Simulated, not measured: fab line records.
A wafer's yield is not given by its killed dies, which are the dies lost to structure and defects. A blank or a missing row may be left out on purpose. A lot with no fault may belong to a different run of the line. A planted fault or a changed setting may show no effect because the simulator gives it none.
Matching of chambers | flow n5-finfet | uv-cure-01 running N5_BEOL_M7_CURE_75: 3 sister chambers
The step cures SiCOH lowk, time 120 s. 22 wafers are shown with their chamber, then 11 later ones without.

## WAFERS WITH THEIR CHAMBER
wafer  | chamber | wafer_temp_C_max | lamp-power-pct (%)
L074.2 | 2       | 371.6            | 52.32
L074.3 | 2       | 371.6            | 52.34
L074.4 | 2       | 372.2            | 52.26
L075.2 | 2       | 371.8            | 52.34
L075.4 | 2       | 372.1            | 52.25
L075.5 | 2       | 371.7            | 52.28
L076.1 | 0       | 372.6            | 52.30
L076.3 | 0       | 374.2            | 52.38
L076.4 | 0       | 372.6            | 52.30
L078.1 | 0       | 373.3            | 52.27
L078.3 | 0       | 374.4            | 52.29
L078.6 | 0       | 372.1            | 52.28
L079.1 | 1       | 371.9            | 52.40
L079.3 | 1       | 371.8            | 52.32
L079.5 | 1       | 371.9            | 52.41
L083.1 | 1       | 372.3            | 52.34
L083.2 | 1       | 372.0            | 52.29
L083.4 | 1       | 372.1            | 52.36
L088.1 | 1       | 372.0            | 52.35
L088.2 | 1       | 371.9            | 52.31
L088.5 | 1       | 371.7            | 52.24
L087.2 | 1       | 371.9            | 52.34

SIGNATURES, as means of the wafers listed above
reading          | chamber 0 | chamber 1 | chamber 2 | scatter within a chamber
wafer_temp_C_max | 373.200   | 371.950   | 371.833   | 0.511
lamp-power-pct   | 52.3033   | 52.3360   | 52.2983   | 0.045
Rule: distance of a wafer from a chamber = root of the sum over the readings of ((wafer's reading minus chamber's mean) / reading's scatter) squared. The wafer belongs to the nearest chamber; if the next one is less than 2 further off, it can't be placed. How the scatter is found: for the shown wafers, subtract from each reading the mean of its chamber, square and add these, divide the total by (wafers less chambers), then take the root.

## WAFERS WITHOUT THEIR CHAMBER
wafer  | wafer_temp_C_max | lamp-power-pct (%)
L087.4 | 371.8            | 52.34
L087.6 | 372.6            | 52.30
L092.1 | 372.2            | 52.32
L092.2 | 372.0            | 52.31
L092.5 | 372.1            | 52.41
L093.2 | 371.4            | 52.34
L093.4 | 371.8            | 52.36
L093.6 | 371.5            | 52.28
L095.1 | 372.0            | 52.33
L095.3 | 372.4            | 52.33
L095.4 | 372.4            | 52.22

## WHICH CHAMBER EACH ONE RAN IN
wafer  | from the rows above          | in truth
L087.4 | can't be placed: 1 or 2      | 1
L087.6 | can't be placed: 0 or 2 or 1 | 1
L092.1 | can't be placed: 1 or 2 or 0 | 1
L092.2 | can't be placed: 2 or 1 or 0 | 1
L092.5 | can't be placed: 1 or 2 or 0 | 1
L093.2 | can't be placed: 1 or 2      | 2
L093.4 | can't be placed: 1 or 2      | 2
L093.6 | can't be placed: 2 or 1      | 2
L095.1 | can't be placed: 1 or 2      | 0
L095.3 | can't be placed: 1 or 2 or 0 | 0
L095.4 | can't be placed: 2 or 0 or 1 | 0
0 of 11 placed correctly. These rows do not allow placing 11 (true chamber among the candidates in 10). Number placed wrongly: 0.
